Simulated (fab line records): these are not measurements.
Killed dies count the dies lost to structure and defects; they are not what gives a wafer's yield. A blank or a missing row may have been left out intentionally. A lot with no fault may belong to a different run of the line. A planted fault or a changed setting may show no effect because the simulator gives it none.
What tool caused it? -- flow nand harc -- Sampling: 22 lots, 66 wafers, 6 of 1302 route steps

WHAT EACH GAUGE READ, for each wafer
The record holds no reading of a measuring or inspecting step that can be judged against a usual standard deviation.

WHAT TOOL EACH LOT RAN ON (gives the tool, then ch and the chambers of the sampled wafers, and finally the start)
lot,NHARC_A_STAIRCASE_ETCH_201,NHARC_A_STAIRCASE_TRIM_220,NHARC_A_STAIRCASE_TRIM_231,NHARC_A_STAIRCASE_TRIM_235,NHARC_A_STAIRCASE_HM_OPEN_460,NHARC_A_STAIRCASE_DEP_151
L075,"rie diel-11 ch 0,1,2, day 16 04:49 or earlier","rie diel-08 ch 0,2,3, day 16 04:49","rie diel-11 ch 1,3, day 18 01:56 or earlier","rie diel-11 ch 0,1,2, day 18 01:56 or earlier","rie diel-11 ch 0,2, day 18 01:56 or earlier","pecvd-04 ch 1,2, day 18 01:56"
L076,"rie diel-08 ch 0,2,3, day 16 05:44 or earlier","rie diel-11 ch 2,3, day 16 05:44","rie diel-08 ch 0,1,2, day 18 12:05 or earlier","rie diel-08 ch 1,2,3, day 18 12:05 or earlier","rie diel-01 ch 0,2,3, day 18 12:05 or earlier","pecvd-01 ch 1,2, day 18 12:05"
L074,"rie diel-01 ch 0,1,2, day 16 19:24 or earlier","rie diel-01 ch 0,3, day 16 19:24","rie diel-01 ch 0,3, day 18 18:07 or earlier","rie diel-11 ch 0,2,3, day 18 18:07 or earlier","rie diel-11 ch 0,1,2, day 18 18:07 or earlier","pecvd-04 ch 0,2, day 18 18:07"
L077,"rie diel-08 ch 0,1, day 17 03:34 or earlier","rie diel-11 ch 0,3, day 17 03:34","rie diel-11 ch 2,3, day 18 18:07 or earlier","rie diel-11 ch 2,3, day 18 18:07 or earlier","rie diel-11 ch 1,2,3, day 18 18:07 or earlier","pecvd-01 ch 0,1, day 18 18:07"
L078,"rie diel-11 ch 0,2,3, day 17 07:09 or earlier","rie diel-11 ch 0,2,3, day 17 07:09","rie diel-08 ch 1,2,3, day 18 21:47 or earlier","rie diel-08 ch 0,1,2, day 18 21:47 or earlier","rie diel-11 ch 0,1,3, day 18 21:47 or earlier","pecvd-02 ch 0,2, day 18 21:47"
L080,"rie diel-11 ch 0,2,3, day 18 00:42 or earlier","rie diel-08 ch 1,2, day 18 00:42","rie diel-08 ch 1,2, day 19 11:20 or earlier","rie diel-08 ch 1,2,3, day 19 11:20 or earlier","rie diel-08 ch 1,2,3, day 19 11:20 or earlier","pecvd-04 ch 0,1,2, day 19 11:20"
L079,"rie diel-11 ch 2,3, day 18 05:59 or earlier","rie diel-11 ch 0,2,3, day 18 05:59","rie diel-01 ch 1,2, day 19 21:18 or earlier","rie diel-01 ch 1,2,3, day 19 21:18 or earlier","rie diel-11 ch 0,3, day 19 21:18 or earlier","pecvd-01 ch 0,1,2, day 19 21:18"
L084,"rie diel-01 ch 1,2,3, day 19 18:22 or earlier","rie diel-08 ch 0,1, day 19 18:22","rie diel-08 ch 2,3, day 21 07:44 or earlier","rie diel-08 ch 1,3, day 21 07:44 or earlier","rie diel-11 ch 0,1,2, day 21 07:44 or earlier","pecvd-01 ch 0,1,2, day 21 07:44"
L081,"rie diel-08 ch 0,1,2, day 19 23:03 or earlier","rie diel-08 ch 0,1,2, day 19 23:03","rie diel-08 ch 1,2,3, day 21 14:31 or earlier","rie diel-08 ch 0,1,3, day 21 14:31 or earlier","rie diel-11 ch 1,2,3, day 21 14:31 or earlier","pecvd-04 ch 0,1,2, day 21 14:31"
L083,"rie diel-11 ch 0,2,3, day 20 07:13 or earlier","rie diel-11 ch 1,2,3, day 20 07:13","rie diel-01 ch 1,2,3, day 21 21:25 or earlier","rie diel-01 ch 0,1,2, day 21 21:25 or earlier","rie diel-08 ch 0,1,3, day 21 21:25 or earlier","pecvd-02 ch 0,1,2, day 21 21:25"
L085,"rie diel-11 ch 1,2,3, day 20 16:52 or earlier","rie diel-01 ch 0,1,3, day 20 16:52","rie diel-01 ch 0,1,3, day 22 04:46 or earlier","rie diel-01 ch 1,2,3, day 22 04:46 or earlier","rie diel-11 ch 0,1, day 22 04:46 or earlier","pecvd-04 ch 0,1, day 22 04:46"
L086,"rie diel-01 ch 1,2, day 20 18:02 or earlier","rie diel-08 ch 0,1,2, day 20 18:02","rie diel-08 ch 0,3, day 22 04:37 or earlier","rie diel-08 ch 0,2,3, day 22 04:37 or earlier","rie diel-01 ch 1,2,3, day 22 04:37 or earlier","pecvd-02 ch 0,1, day 22 04:37"
L088,"rie diel-08 ch 0,1, day 21 17:07 or earlier","rie diel-08 ch 0,2,3, day 21 17:07","rie diel-11 ch 1,2,3, day 23 07:22 or earlier","rie diel-11 ch 0,2, day 23 07:22 or earlier","rie diel-01 ch 0,1,3, day 23 07:22 or earlier","pecvd-01 ch 2, day 23 07:22"
L087,"rie diel-01 ch 1,3, day 21 18:14 or earlier","rie diel-08 ch 1,2, day 21 18:14","rie diel-11 ch 1,2,3, day 23 13:24 or earlier","rie diel-11 ch 0,1, day 23 13:24 or earlier","rie diel-08 ch 0,1, day 23 13:24 or earlier","pecvd-02 ch 0,1,2, day 23 13:24"
L090,"rie diel-01 ch 0,1, day 22 18:54 or earlier","rie diel-01 ch 0,1,3, day 22 18:54","rie diel-01 ch 1,2, day 24 12:21 or earlier","rie diel-01 ch 2,3, day 24 12:21 or earlier","rie diel-01 ch 1,2,3, day 24 12:21 or earlier","pecvd-04 ch 0,2, day 24 12:21"
L091,"rie diel-01 ch 0,2,3, day 22 19:52 or earlier","rie diel-01 ch 0,1,3, day 22 19:52","rie diel-11 ch 0,1,3, day 24 08:58 or earlier","rie diel-11 ch 0,1,2, day 24 08:58 or earlier","rie diel-01 ch 0,1,3, day 24 08:58 or earlier","pecvd-01 ch 0,1,2, day 24 08:58"
L092,"rie diel-11 ch 0,1,2, day 23 02:58 or earlier","rie diel-11 ch 1,2,3, day 23 02:58","rie diel-01 ch 2,3, day 24 12:32 or earlier","rie diel-01 ch 1,2,3, day 24 12:32 or earlier","rie diel-08 ch 0,1, day 24 12:32 or earlier","pecvd-01 ch 0,2, day 24 12:32"
L093,"rie diel-11 ch 0,2, day 23 21:02 or earlier","rie diel-01 ch 1,3, day 23 21:02","rie diel-01 ch 1,2, day 25 10:35 or earlier","rie diel-01 ch 0,1,2, day 25 10:35 or earlier","rie diel-11 ch 1,3, day 25 10:35 or earlier","pecvd-02 ch 1,2, day 25 10:35"
L094,"rie diel-11 ch 0,1,2, day 23 23:58 or earlier","rie diel-11 ch 1,2,3, day 23 23:58","rie diel-11 ch 0,1,3, day 25 13:38 or earlier","rie diel-11 ch 0,1,3, day 25 13:38 or earlier","rie diel-11 ch 0,2,3, day 25 13:38 or earlier","pecvd-01 ch 0,2, day 25 13:38"
L097,"rie diel-11 ch 0,2,3, day 25 07:10 or earlier","rie diel-11 ch 0,2,3, day 25 07:10","rie diel-01 ch 1,3, day 26 18:41 or earlier","rie diel-01 ch 0,2, day 26 18:41 or earlier","rie diel-11 ch 1,2,3, day 26 18:41 or earlier","pecvd-01 ch 0,1, day 26 18:41"
L096,"rie diel-01 ch 1,2, day 25 07:38 or earlier","rie diel-08 ch 1,2,3, day 25 07:38","rie diel-11 ch 0,2,3, day 26 18:40 or earlier","rie diel-11 ch 0,1,2, day 26 18:40 or earlier","rie diel-01 ch 0,3, day 26 18:40 or earlier","pecvd-04 ch 0,1, day 26 18:40"
L095,"rie diel-08 ch 1,2,3, day 25 15:01 or earlier","rie diel-11 ch 1,2, day 25 15:01","rie diel-08 ch 0,2,3, day 27 13:54 or earlier","rie diel-08 ch 0,2,3, day 27 13:54 or earlier","rie diel-01 ch 0,1,3, day 27 13:54 or earlier","pecvd-01 ch 0,1,2, day 27 13:54"
- NHARC_A_STAIRCASE_ETCH_201: etches the open film in C4F8/O2, target depth 100 nm, time 40.5 s.
- NHARC_A_STAIRCASE_TRIM_220: chemistry O2, time 211.2 s.
- NHARC_A_STAIRCASE_TRIM_231: chemistry O2, time 211.2 s.
- NHARC_A_STAIRCASE_TRIM_235: chemistry O2, time 211.2 s.
- NHARC_A_STAIRCASE_HM_OPEN_460: chemistry O2/COS.
- NHARC_A_STAIRCASE_DEP_151: deposits SiO2, target thk 7200 nm.

AS READ BY THE TOOLS THEMSELVES (means over the sampled wafers that have a number; for cases with no such wafer, the mark the record gives instead)
NHARC_A_STAIRCASE_ETCH_201. Usual: oes product au 0.948 a.u., standard deviation 0.013; rf vpp V 897 V, standard deviation 4.7.
lot,tool,oes product au (a.u.),rf vpp V (V),flag
L075,rie diel-11,0.954,897,
L076,rie diel-08,0.937,895,
L074,rie diel-01,0.942,891,
L077,rie diel-08,0.948,900,
L078,rie diel-11,0.944,900,
L080,rie diel-11,0.950,900,
L079,rie diel-11,0.947,900,
L084,rie diel-01,0.934,892,
L081,rie diel-08,0.933,897,
L083,rie diel-11,0.946,899,
L085,rie diel-11,0.942,899,
L086,rie diel-01,0.963,894,
L088,rie diel-08,0.942,898,
L087,rie diel-01,0.966,895,
L090,rie diel-01,0.929,903,
L091,rie diel-01,0.950,896,
L092,rie diel-11,0.955,897,
L093,rie diel-11,0.951,896,
L094,rie diel-11,0.950,897,
L097,rie diel-11,0.961,899,
L096,rie diel-01,0.965,900,
L095,rie diel-08,0.955,895,

NHARC_A_STAIRCASE_TRIM_220. Usual: drypump motor current A 5.7 A, standard deviation 0.43; mfc ar sccm 0.005 sccm, standard deviation 0.0076; oes product au 1.006 a.u., standard deviation 0.01; rf vpp V 57.7 V, standard deviation 0.83; showerhead plenum p Torr 3.54 Torr, standard deviation 0.13; throttle valve pct 17.037 %, standard deviation 0.0083.
lot,tool,drypump motor current A (A),mfc ar sccm (sccm),oes product au (a.u.),rf vpp V (V),showerhead plenum p Torr (Torr),throttle valve pct (%),flag
L075,rie diel-08,5.6,0.003,0.992,58.2,3.52,17.033,
L076,rie diel-11,5.3,0.011,1.015,57.2,3.69,17.027,
L074,rie diel-01,5.5,0.012,0.999,57.6,3.31,17.042,
L077,rie diel-11,6.2,0.005,1.003,57.8,3.61,17.040,
L078,rie diel-11,5.8,0.005,1.020,58.5,3.64,17.040,
L080,rie diel-08,5.6,0.006,0.986,57.6,3.52,17.039,
L079,rie diel-11,5.8,0.005,1.012,57.6,3.63,17.034,
L084,rie diel-08,5.5,0.012,1.006,58.4,3.59,17.040,
L081,rie diel-08,5.5,0.009,1.007,58.1,3.55,17.035,
L083,rie diel-11,5.3,0.005,1.012,57.5,3.60,17.039,
L085,rie diel-01,5.7,0.006,1.000,57.7,3.59,17.040,
L086,rie diel-08,5.5,0.009,1.011,57.1,3.55,17.029,
L088,rie diel-08,5.6,0.003,1.001,57.7,3.49,17.042,
L087,rie diel-08,5.6,0.006,1.005,57.5,3.50,17.041,
L090,rie diel-01,5.7,0.006,1.005,57.6,3.58,17.039,
L091,rie diel-01,5.7,0.006,1.008,58.5,3.58,17.040,
L092,rie diel-11,5.2,0.005,0.996,57.9,3.59,17.039,
L093,rie diel-01,5.8,0.000,1.005,57.5,3.49,17.035,
L094,rie diel-11,5.3,0.005,1.006,56.9,3.59,17.037,
L097,rie diel-11,5.8,0.005,1.011,57.0,3.61,17.029,
L096,rie diel-08,5.7,0.006,1.002,57.9,3.50,17.039,
L095,rie diel-11,5.2,0.000,0.998,58.2,3.51,17.042,

NHARC_A_STAIRCASE_TRIM_231. Usual: drypump motor current A 5.7 A, standard deviation 0.42; mfc ar sccm 0.005 sccm, standard deviation 0.0077; oes product au 1.005 a.u., standard deviation 0.01; rf vpp V 57.8 V, standard deviation 0.89; showerhead plenum p Torr 3.55 Torr, standard deviation 0.14; throttle valve pct 17.036 %, standard deviation 0.0094.
lot,tool,drypump motor current A (A),mfc ar sccm (sccm),oes product au (a.u.),rf vpp V (V),showerhead plenum p Torr (Torr),throttle valve pct (%),flag
L075,rie diel-11,5.2,0.011,1.016,58.2,3.65,17.035,
L076,rie diel-08,5.5,0.009,0.997,58.5,3.57,17.036,
L074,rie diel-01,5.5,0.012,0.998,56.7,3.31,17.034,
L077,rie diel-11,5.3,0.005,1.017,58.2,3.66,17.031,
L078,rie diel-08,5.7,0.006,0.991,57.9,3.53,17.046,
L080,rie diel-08,5.6,0.006,0.993,57.5,3.52,17.037,
L079,rie diel-01,6.0,0.000,1.026,57.0,3.48,17.033,
L084,rie diel-08,5.7,0.000,1.001,57.8,3.47,17.050,
L081,rie diel-08,5.7,0.006,1.004,57.7,3.52,17.028,
L083,rie diel-01,5.9,0.000,1.002,57.5,3.42,17.030,
L085,rie diel-01,5.7,0.006,1.002,58.2,3.58,17.042,
L086,rie diel-08,5.7,0.003,1.008,57.8,3.50,17.037,
L088,rie diel-11,5.2,0.005,1.001,58.1,3.60,17.029,
L087,rie diel-11,5.2,0.005,1.008,58.9,3.60,17.035,
L090,rie diel-01,6.0,0.000,1.010,57.1,3.46,17.039,
L091,rie diel-11,5.6,0.005,1.009,57.6,3.57,17.031,
L092,rie diel-01,6.0,0.000,1.007,57.6,3.33,17.037,
L093,rie diel-01,6.0,0.000,1.003,57.6,3.45,17.026,
L094,rie diel-11,5.7,0.005,0.999,58.2,3.57,17.031,
L097,rie diel-01,5.8,0.000,1.007,57.2,3.49,17.033,
L096,rie diel-11,5.8,0.005,1.013,57.7,3.60,17.041,
L095,rie diel-08,5.6,0.003,1.007,57.3,3.47,17.033,

NHARC_A_STAIRCASE_TRIM_235. Usual: drypump motor current A 5.7 A, standard deviation 0.43; mfc ar sccm 0.005 sccm, standard deviation 0.0073; oes product au 1.005 a.u., standard deviation 0.01; rf vpp V 57.8 V, standard deviation 0.93; showerhead plenum p Torr 3.55 Torr, standard deviation 0.13; throttle valve pct 17.037 %, standard deviation 0.0092.
lot,tool,drypump motor current A (A),mfc ar sccm (sccm),oes product au (a.u.),rf vpp V (V),showerhead plenum p Torr (Torr),throttle valve pct (%),flag
L075,rie diel-11,5.7,0.000,1.003,58.6,3.57,17.035,
L076,rie diel-08,5.7,0.006,0.994,57.2,3.54,17.036,
L074,rie diel-11,5.8,0.005,1.015,57.6,3.64,17.032,
L077,rie diel-11,5.3,0.011,1.019,57.4,3.69,17.039,
L078,rie diel-08,5.5,0.009,0.992,57.7,3.56,17.034,
L080,rie diel-08,5.7,0.006,0.992,57.1,3.53,17.035,
L079,rie diel-01,5.9,0.000,1.006,58.5,3.43,17.036,
L084,rie diel-08,5.8,0.006,1.004,58.3,3.53,17.031,
L081,rie diel-08,5.6,0.009,1.005,57.8,3.56,17.042,
L083,rie diel-01,5.8,0.006,1.007,57.9,3.55,17.040,
L085,rie diel-01,5.9,0.000,1.001,57.5,3.42,17.042,
L086,rie diel-08,5.6,0.003,1.011,57.8,3.50,17.035,
L088,rie diel-11,5.8,0.000,1.007,57.9,3.59,17.037,
L087,rie diel-11,5.6,0.000,0.999,57.5,3.51,17.030,
L090,rie diel-01,5.9,0.000,0.995,57.0,3.36,17.041,
L091,rie diel-11,5.7,0.000,0.999,57.4,3.54,17.037,
L092,rie diel-01,5.9,0.000,1.004,58.0,3.41,17.041,
L093,rie diel-01,5.9,0.006,1.006,57.9,3.53,17.032,
L094,rie diel-11,5.7,0.005,1.008,58.1,3.57,17.036,
L097,rie diel-01,5.7,0.012,1.004,58.4,3.78,17.041,
L096,rie diel-11,5.8,0.000,1.003,56.0,3.53,17.043,
L095,rie diel-08,5.6,0.003,1.012,56.7,3.47,17.040,

NHARC_A_STAIRCASE_HM_OPEN_460. Usual: drypump motor current A 5.7 A, standard deviation 0.48; mfc ar sccm 0.004 sccm, standard deviation 0.0072; oes product au 1.004 a.u., standard deviation 0.0095; rf vpp V 467.6 V, standard deviation 2.6; showerhead plenum p Torr 3.15 Torr, standard deviation 0.12; throttle valve pct 28.330 %, standard deviation 0.0095.
lot,tool,drypump motor current A (A),mfc ar sccm (sccm),oes product au (a.u.),rf vpp V (V),showerhead plenum p Torr (Torr),throttle valve pct (%),flag
L075,rie diel-11,5.8,0.000,1.013,468.1,3.19,28.327,
L076,rie diel-01,5.8,0.006,1.000,466.8,3.10,28.329,
L074,rie diel-11,5.7,0.000,1.002,468.2,3.15,28.324,
L077,rie diel-11,5.2,0.005,1.001,469.0,3.20,28.339,
L078,rie diel-11,5.6,0.005,1.004,468.6,3.18,28.325,
L080,rie diel-08,5.7,0.006,0.998,467.1,3.12,28.336,
L079,rie diel-11,5.7,0.011,0.999,469.6,3.24,28.337,
L084,rie diel-11,5.7,0.000,0.999,468.2,3.14,28.334,
L081,rie diel-11,5.2,0.005,1.010,468.5,3.19,28.342,
L083,rie diel-08,5.6,0.009,1.010,466.8,3.15,28.321,
L085,rie diel-11,5.6,0.000,1.005,465.9,3.10,28.339,
L086,rie diel-01,5.9,0.000,1.001,464.2,3.02,28.326,
L088,rie diel-01,5.7,0.006,1.003,467.9,3.17,28.334,
L087,rie diel-08,5.5,0.015,1.009,469.1,3.19,28.339,
L090,rie diel-01,5.9,0.000,1.009,465.4,3.01,28.334,
L091,rie diel-01,5.7,0.006,1.004,468.3,3.16,28.329,
L092,rie diel-08,5.5,0.012,1.005,468.0,3.16,28.331,
L093,rie diel-11,5.1,0.005,1.001,467.4,3.13,28.337,
L094,rie diel-11,5.8,0.005,1.005,468.5,3.19,28.330,
L097,rie diel-11,5.2,0.005,1.009,467.6,3.17,28.333,
L096,rie diel-01,5.6,0.006,0.992,467.1,3.11,28.328,
L095,rie diel-01,5.7,0.006,0.993,467.8,3.15,28.328,

NHARC_A_STAIRCASE_DEP_151. Usual: heater power w 640 W, standard deviation 110.
lot,tool,heater power w (W),flag
L075,pecvd-04,664,
L076,pecvd-01,722,
L074,pecvd-04,638,
L077,pecvd-01,694,
L078,pecvd-02,557,
L080,pecvd-04,682,
L079,pecvd-01,626,
L084,pecvd-01,668,
L081,pecvd-04,682,
L083,pecvd-02,598,
L085,pecvd-04,758,
L086,pecvd-02,537,
L088,pecvd-01,525,
L087,pecvd-02,573,
L090,pecvd-04,566,
L091,pecvd-01,695,
L092,pecvd-01,577,
L093,pecvd-02,570,
L094,pecvd-01,592,
L097,pecvd-01,695,
L096,pecvd-04,762,
L095,pecvd-01,642,

THE ANSWER, worked out from the rows above alone
Rule: lot off if the mean of its wafers having a number is beyond 3 standard deviations from the usual mean. A lot without any number at a reading at which 4 lots or more have one is off too. Where the step has rows for the other lots, those lots are counted as sound. Order of review: gauges by route order, followed by the tools' own readings, for which a lot's mean as printed above is used. At the first step where some lot is off, the reading lying furthest off is the one used; lots without a number count as furthest.
Nothing can be told from this: no lot is off at any reading shown.

WHAT HAD BEEN PUT IN BY THE SIMULATOR
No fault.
